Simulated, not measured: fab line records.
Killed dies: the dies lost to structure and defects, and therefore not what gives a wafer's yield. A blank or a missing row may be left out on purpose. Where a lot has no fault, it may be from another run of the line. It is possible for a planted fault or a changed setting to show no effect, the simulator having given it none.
Split-lot trial ; flow n5Finfet ; 21 wafers read from 7 lots, route of 1938 steps

== ON THE SPLIT ==
At N5_PASSIVATION_ETCH_59 (etches TaN in Cl2/BCl3, target depth 65 nm, time 34.9 s), the setting timeS was moved away from the recipe's 34.9 s on 5 of the 21 wafers read, by -19.2% to +14.0%. The other wafers ran this setting at the recipe's value.

The split's own step is where the reading is taken.

== THE READING ==
etch.depthNm (the simulator's own value, which no gauge read), in nm, at N5_PASSIVATION_ETCH_59 (etches TaN in Cl2/BCl3, target depth 65 nm, time 34.9 s). No usual value for it is given in the file. Across the 16 wafers here that went through the recipe, the average is 66.14 nm and the standard deviation 0.86 nm.

wafer;tool, chamber at the split;timeS as run, s;against the recipe;etch.depthNm, nm;against lot-mates on the recipe
L075.1;rieMetal-03, 1;28.19;-19.2%;52.6;-11.78
L075.2;rieMetal-03, 0;28.19;-19.2%;52.41;-11.97
L075.3;rieMetal-03, 1;34.9;recipe;64.38;-
L076.2;rieMetal-02, 0;34.9;recipe;66.57;-
L076.4;rieMetal-02, 0;34.9;recipe;66.49;-
L076.6;rieMetal-02, 0;31.02;-11.1%;59.05;-7.48
L081.2;rieMetal-02, 1;34.9;recipe;66.39;-
L081.3;rieMetal-02, 1;34.9;recipe;66.16;-
L081.6;rieMetal-02, 0;34.9;recipe;67.36;-
L086.1;rieMetal-02, 0;34.9;recipe;67.22;-
L086.3;rieMetal-02, 1;34.9;recipe;66.63;-
L086.5;rieMetal-02, 0;34.9;recipe;67.66;-
L087.3;rieMetal-03, 0;34.9;recipe;65.99;-
L087.4;rieMetal-03, 1;34.9;recipe;65.5;-
L087.5;rieMetal-03, 1;34.9;recipe;65.23;-
L091.2;rieMetal-03, 0;34.9;recipe;64.84;-
L091.3;rieMetal-03, 1;39.77;+14.0%;73.9;+9.06
L091.4;rieMetal-03, 0;39.77;+14.0%;74.04;+9.20
L092.1;rieMetal-02, 0;34.9;recipe;66.04;-
L092.4;rieMetal-02, 0;34.9;recipe;65.66;-
L092.6;rieMetal-02, 0;34.9;recipe;66.11;-

THE FIT
A straight line over all 21 wafers: etch.depthNm changes by +0.652 nm for each +1% of timeS; r = +0.98; the points scatter about the line by 0.93 nm.
The same after taking each lot's own level away (the mean of its wafers on the recipe; 21 wafers): +0.635 nm for each +1%; r = +1.00; scatter 0.35 nm.
Per that fit: largest timeS move, reading shift of 12 nm.
The span of the lots' own levels, 64.380 to 67.170 nm, comes to 3.2 times the standard deviation stated above.
Hence the lot-to-lot level has little effect on the slope; both slopes agree.
Check: for one of the wafers moved furthest among these (-19.2%), held out of the fit, the line's prediction against its lot-mates is -12.4 nm. Against them it came out at -11.8 nm.

== OTHER SPLITS APPLIED TO THESE WAFERS ==
Before the reading, these wafers also passed through other splits. Each is held against what the fit with the lots' levels taken away leaves over:
other split on the same wafers;wafers away from the commonest value;r with etch.depthNm (lot level and that fit taken away)
N5_BEOL_M15_COAT_04 spinRpm;6;+0.02
N5_MIM_BOT_SPUTTER_00 timeS;5;-0.06

== THE FILE'S OWN FIT ==
etch.depthNm changes by +0.638 nm for each +1% of timeS, r = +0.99.
